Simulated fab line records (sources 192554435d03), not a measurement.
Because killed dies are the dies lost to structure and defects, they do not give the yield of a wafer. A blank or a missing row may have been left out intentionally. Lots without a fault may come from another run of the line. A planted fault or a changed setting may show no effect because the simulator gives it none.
fab line records	flow n5_finfet	part 2 of 2: steps 5 to 6 of 6
record: lots: 22	wafers: 66	last_day: 18
route steps=1938 shown MOL_CONTACT_COAG@538 BEOL_M0_SAQP@638
lots that met no fault: from a run of the same line without faults
start_h: hours from the record's first day to the start of the lot's first wafer shown	wait_h: hours since the lot's step before	" same as the row above	L1.1+2: a row that stands for several wafers	- no value present, or no start provided	* or withheld: withheld	< > ~ a bound
route shown NAME@n: names a module that has steps shown in the file, with the first one's number in the route	usual: mean/standard deviation of fault-free wafers	same: alike in all rows	chamber/n: place in a boat	sites: each site's reading	_std_site: standard deviation of those values	_edge_site: the outer-site mean with the inner-site mean subtracted	radius_mm: for every site, how far away it sits from the centre of the wafer	mask NAME#n: copy n	behind: the most recent tool/chamber to have shaped the wafer	hold: why the lot was held/for how many hours/how that ended	device: names the non-switching transistor (n, p or np)	end of line: the same wafers' tests at the end of the route	step lacking rows: just its recipe	killed: count of dies lost to structure and defects at first sort (not the wafer's yield)	map: the dies of a wafer, with x for killed, . for not killed, _ for no die there
set.NAME: the run value of the setting; set.NAME@STEP: its run value at that earlier step	model.NAME: the simulator's own value behind a step, which no gauge read
one table for each step of the route and one row for each wafer, over a sample of lots
services: a tool's chamber out of use, with start hour (start_h, from the record's first day; less than 0 if before it), hours out, and reason
== steps ==
step: N5_BEOL_M0_SAQP_HM_OPEN_112
recipe: chemistry: CHF3/O2	target: SiO2	stop_on: a-Si	target_depth_a: 120	over_etch_frac: 1.25	mask_material: SOC	time_s: 13.5	pressure_mtorr: 30	source_w: 650	bias_w: 170	Ar_flow_sccm: 200	CHF3_flow_sccm: 50	O2_flow_sccm: 5	ion_energy_ev: 200	ends: end_point
usual: drypump_motor_current_A: 6.0/0.41	oes_product_au: 0.51/0.057	rf_vpp_V: 526/16	showerhead_plenum_p_Torr: 2.39/0.062	throttle_valve_pct: 18.79/0.22
lot.wafer	tool	chamber	start_h	wait_h	drypump_motor_current_A	oes_product_au	rf_hours_counter_h	rf_vpp_V	showerhead_plenum_p_Torr	throttle_valve_pct
L074.3	rie_diel-02	3	108.65	0.0	5.9	0.50	161	557	2.30	18.51
L074.4	"	0	"	"	6.6	0.59	29	512	2.46	18.36
L074.6	"	0	"	"	6.6	0.58	-	514	2.46	18.38
L075.1	rie_diel-01	1	121.80	0.0	6.0	0.61	10	523	2.36	18.79
L075.2	"	3	"	"	5.9	0.47	183	526	2.40	18.89
L075.4	"	0	"	"	6.2	0.46	242	519	2.48	19.02
L076.2	rie_diel-03	1	123.00	0.0	5.9	0.45	244	542	2.37	18.99
L076.3	"	0	"	"	5.3	0.53	91	535	2.42	18.65
L076.4	"	2	"	"	6.6	0.48	197	535	2.36	18.66
L077.2	rie_diel-03	3	126.35	0.0	6.4	0.47	191	486	2.47	18.75
L077.5	"	2	"	"	6.6	0.48	-	535	2.36	18.64
L077.6	"	1	"	"	5.8	0.45	-	542	2.37	19.00
L078.1	rie_diel-03	2	133.35	0.0	6.5	0.47	200	536	2.36	18.65
L078.4	"	3	"	"	6.4	0.47	194	485	2.47	18.75
L078.5	"	3	"	"	6.4	0.47	-	486	2.47	18.75
L079.3	rie_diel-02	1	135.16	0.0	5.7	0.50	144	510	2.33	19.28
L079.4	"	0	"	"	6.7	0.59	37	512	2.45	18.38
L079.6	"	2	"	"	5.7	0.45	-	530	2.28	19.18
L080.1	rie_diel-01	3	141.46	0.0	5.9	0.47	189	524	2.40	18.90
L080.3	"	2	"	"	6.0	0.48	150	536	2.50	18.99
L080.4	"	1	"	"	6.0	0.62	16	525	2.36	18.81
L082.3	rie_diel-03	0	155.98	0.0	5.3	0.52	101	534	2.42	18.67
L082.4	"	3	"	"	6.4	0.47	-	487	2.46	18.76
L082.6	"	0	"	"	5.3	0.53	-	532	2.42	18.67
L083.4	rie_diel-01	2	161.31	0.0	6.0	0.47	157	536	2.50	18.98
L083.5	"	1	"	"	6.1	0.61	-	523	2.36	18.80
L083.6	"	2	"	"	6.0	0.48	-	536	2.50	19.00
L084.2	rie_diel-03	0	173.10	0.0	5.2	0.52	108	533	2.41	18.68
L084.4	"	2	"	"	6.5	0.47	215	536	2.35	18.69
L084.6	"	2	"	"	6.6	0.47	-	535	2.35	18.70
L085.1	rie_diel-02	3	174.88	0.0	5.8	0.49	178	557	2.29	18.56
L085.2	"	2	"	"	5.7	0.44	242	529	2.27	19.21
L085.6	"	1	"	"	5.8	0.49	-	510	2.32	19.30
L086.2	rie_diel-02	0	181.34	0.0	6.7	0.57	53	514	2.45	18.41
L086.5	"	3	"	"	5.8	0.49	-	556	2.29	18.56
L086.6	"	0	"	"	6.6	0.57	-	513	2.45	18.42
L088.1	rie_diel-01	3	192.32	0.0	5.9	0.46	206	525	2.39	18.93
L088.2	"	2	"	"	6.0	0.46	166	535	2.49	19.02
L088.3	"	1	"	"	6.1	0.58	33	522	2.35	18.82
L089.2	rie_diel-03	2	199.76	0.0	6.6	0.46	224	537	2.35	18.69
L089.4	"	3	"	"	6.5	0.46	211	486	2.46	18.79
L089.6	"	0	"	"	5.2	0.52	-	533	2.41	18.70
L090.1	rie_diel-03	0	204.75	0.0	5.3	0.52	118	535	2.41	18.70
L090.3	"	3	"	"	6.4	0.46	213	487	2.46	18.79
L090.5	"	1	"	"	5.9	0.62	-	541	2.36	18.63
L091.1	rie_diel-01	1	215.43	0.0	6.1	0.57	36	524	2.35	18.82
L091.2	"	2	"	"	6.0	0.46	174	535	2.49	19.03
L091.4	"	3	"	"	5.9	0.46	213	526	2.39	18.94
L092.1	rie_diel-02	3	216.05	0.0	5.8	0.48	192	556	2.29	18.56
L092.3	"	1	"	"	5.8	0.47	170	509	2.32	19.32
L092.4	"	1	"	"	5.7	0.48	-	510	2.32	19.32
L093.1	rie_diel-01	1	229.79	0.0	6.1	0.59	40	523	2.35	18.84
L093.5	"	0	"	"	6.2	0.59	-	519	2.47	18.62
L093.6	"	3	"	"	5.9	0.46	-	526	2.39	18.93
L094.2	rie_diel-01	0	233.66	0.0	6.2	0.58	22	517	2.47	18.62
L094.3	"	2	"	"	6.0	0.46	179	537	2.49	19.03
L094.5	"	0	"	"	6.2	0.58	-	519	2.47	18.63
L095.1	rie_diel-03	1	233.87	0.0	5.8	0.60	23	540	2.36	18.63
L095.2	"	0	"	"	5.2	0.51	126	534	2.41	18.72
L095.4	"	2	"	"	6.5	0.46	234	535	2.35	18.71
L096.4	rie_diel-03	0	246.22	0.0	5.3	0.51	-	533	2.41	18.72
L096.5	"	1	"	"	5.9	0.60	-	542	2.36	18.64
L096.6	"	2	"	"	6.6	0.46	-	534	2.34	18.72
L097.2	rie_diel-03	0	247.43	0.0	5.3	0.50	129	532	2.41	18.73
L097.4	"	1	"	"	5.8	0.60	-	541	2.36	18.65
L097.5	"	2	"	"	6.6	0.46	-	535	2.35	18.73
step: N5_BEOL_M0_SAQP_SPACER1_ETCHBACK_99
recipe: chemistry: CHF3/O2	mode: anisotropic_etchback	target: SiO2	target_depth_a: 154	time_s: 7.7	pressure_mtorr: 30	source_w: 650	bias_w: 170	Ar_flow_sccm: 200	CHF3_flow_sccm: 50	O2_flow_sccm: 5	ion_energy_ev: 200
usual: drypump_motor_current_A: 6.0/0.39	oes_product_au: 0.78/0.093	rf_vpp_V: 527/16	showerhead_plenum_p_Torr: 2.38/0.067	throttle_valve_pct: 18.86/0.25
lot.wafer	tool	chamber	start_h	wait_h	drypump_motor_current_A	oes_product_au	rf_hours_counter_h	rf_vpp_V	showerhead_plenum_p_Torr	throttle_valve_pct
L074.3	rie_diel-01	3	109.93	0.3	5.9	0.72	180	525	2.40	18.94
L074.4	"	1	"	"	6.1	0.95	7	525	2.36	18.85
L074.6	"	2	"	"	6.0	0.74	-	536	2.50	19.05
L075.1	rie_diel-03	0	123.36	0.3	5.2	0.82	91	534	2.42	18.73
L075.2	"	1	"	"	5.8	0.67	244	541	2.37	19.05
L075.4	"	3	"	"	6.4	0.71	191	485	2.47	18.81
L076.2	rie_diel-03	3	124.44	0.3	6.4	0.71	191	487	2.47	18.79
L076.3	"	1	"	"	5.8	0.68	245	540	2.37	19.05
L076.4	"	2	"	"	6.6	0.73	198	535	2.36	18.71
L077.2	rie_diel-03	0	127.56	0.3	5.3	0.81	92	534	2.42	18.74
L077.5	"	1	"	"	5.8	0.68	-	542	2.37	19.05
L077.6	"	2	"	"	6.6	0.73	-	535	2.36	18.72
L078.1	rie_diel-03	0	134.53	0.3	5.2	0.80	95	535	2.42	18.72
L078.4	"	2	"	"	6.5	0.73	201	536	2.36	18.73
L078.5	"	3	"	"	6.4	0.71	-	487	2.46	18.82
L079.3	rie_diel-02	3	136.48	0.3	5.8	0.75	170	556	2.29	18.60
L079.4	"	2	"	"	5.7	0.70	229	529	2.28	19.25
L079.6	"	2	"	"	5.7	0.69	-	530	2.28	19.26
L080.1	rie_diel-02	2	142.87	0.5	5.7	0.68	231	531	2.28	19.26
L080.3	"	1	"	"	5.7	0.74	147	509	2.33	19.34
L080.4	"	0	"	"	6.7	0.90	40	512	2.45	18.47
L082.3	rie_diel-02	3	157.37	0.5	5.8	0.75	176	555	2.29	18.61
L082.4	"	0	"	"	6.7	0.90	44	512	2.45	18.47
L082.6	"	1	"	"	5.7	0.75	-	509	2.33	19.36
L083.4	rie_diel-03	1	162.80	0.3	5.8	0.99	-	541	2.37	18.66
L083.5	"	2	"	"	6.5	0.72	-	535	2.35	18.74
L083.6	"	0	"	"	5.2	0.80	-	532	2.41	18.75
L084.2	rie_diel-03	0	174.27	0.3	5.3	0.79	109	535	2.41	18.74
L084.4	"	1	"	"	5.9	0.96	5	540	2.37	18.67
L084.6	"	1	"	"	5.8	0.97	-	541	2.37	18.68
L085.1	rie_diel-02	2	176.17	0.3	5.7	0.68	242	531	2.27	19.27
L085.2	"	1	"	"	5.8	0.74	157	510	2.32	19.37
L085.6	"	1	"	"	5.7	0.73	-	511	2.32	19.36
L086.2	rie_diel-02	1	182.85	0.3	5.7	0.74	160	509	2.32	19.37
L086.5	"	3	"	"	5.8	0.75	-	554	2.29	18.62
L086.6	"	0	"	"	6.6	0.87	-	513	2.45	18.48
L088.1	rie_diel-01	1	193.62	0.3	6.1	0.89	33	524	2.35	18.89
L088.2	"	0	"	"	6.2	0.95	11	517	2.47	18.67
L088.3	"	2	"	"	6.1	0.72	167	536	2.49	19.08
L089.2	rie_diel-01	1	200.94	0.3	6.1	0.89	35	523	2.35	18.90
L089.4	"	2	"	"	6.0	0.73	169	535	2.49	19.10
L089.6	"	3	"	"	5.9	0.70	-	526	2.39	18.98
L090.1	rie_diel-02	3	206.12	0.3	5.9	0.73	189	556	2.29	18.63
L090.3	"	1	"	"	5.7	0.72	167	510	2.32	19.37
L090.5	"	1	"	"	5.7	0.73	-	512	2.32	19.39
L091.1	rie_diel-01	2	216.64	0.3	6.1	0.72	174	535	2.49	19.10
L091.2	"	3	"	"	5.8	0.69	213	524	2.39	19.02
L091.4	"	1	"	"	6.1	0.89	37	523	2.35	18.89
L092.1	rie_diel-03	2	217.24	0.3	6.6	0.71	228	535	2.35	18.78
L092.3	"	3	"	"	6.5	0.70	215	486	2.46	18.85
L092.4	"	0	"	"	5.2	0.78	121	532	2.41	18.77
L093.1	rie_diel-01	0	231.05	0.3	6.2	0.92	21	518	2.47	18.69
L093.5	"	3	"	"	5.9	0.69	-	525	2.39	18.99
L093.6	"	0	"	"	6.2	0.91	-	517	2.47	18.69
L094.2	rie_diel-02	3	236.26	0.3	5.8	0.72	197	556	2.28	18.65
L094.3	"	1	"	"	5.7	0.72	175	508	2.32	19.40
L094.5	"	3	"	"	5.8	0.73	-	555	2.28	18.64
L095.1	rie_diel-03	2	236.71	0.3	6.6	0.71	234	534	2.35	18.78
L095.2	"	1	"	"	5.9	0.91	23	541	2.36	18.71
L095.4	"	0	"	"	5.2	0.77	127	533	2.41	18.78
L096.4	rie_diel-01	0	247.37	0.3	6.2	0.91	25	519	2.46	18.71
L096.5	"	3	"	"	5.9	0.69	-	526	2.39	19.00
L096.6	"	0	"	"	6.2	0.90	-	518	2.46	18.71
L097.2	rie_diel-03	0	249.84	0.6	5.3	0.77	131	533	2.40	18.78
L097.4	"	2	"	"	6.6	0.72	-	535	2.34	18.78
L097.5	"	0	"	"	5.2	0.78	-	534	2.40	18.79
== services ==
tool	chamber	start_h	hours	kind
rie_diel-04	1	64.66	7.4	repair
pecvd-04	-	73.51	0.4	repair
pecvd-01	0	76.29	13.2	repair
rie_diel-06	0	80.80	5.8	repair
pecvd-04	-	99.25	28.1	pm
rie_diel-05	1	102.88	4.1	repair
pecvd-01	2	104.13	4.0	repair
rie_diel-02	2	114.71	9.7	repair
pecvd-01	2	131.50	6.3	repair
rtp_anneal-01	-	151.01	1.8	pm
pecvd-04	-	155.23	2.8	pm
rie_diel-02	3	159.82	13.2	repair
pecvd-04	-	160.06	0.3	repair
pecvd-02	2	161.44	4.7	repair
pecvd-02	-	161.88	9.5	repair
rie_diel-05	0	167.07	5.0	repair
rie_diel-04	2	175.54	3.6	repair
rie_diel-05	1	183.42	12.0	repair
rie_diel-01	-	185.38	2.8	pm
rie_diel-01	1	203.57	9.8	repair
rie_diel-05	-	205.16	0.7	repair
pecvd-04	1	210.67	3.4	repair
rie_diel-05	-	218.37	0.1	repair
rie_diel-05	3	242.46	40.9	repair
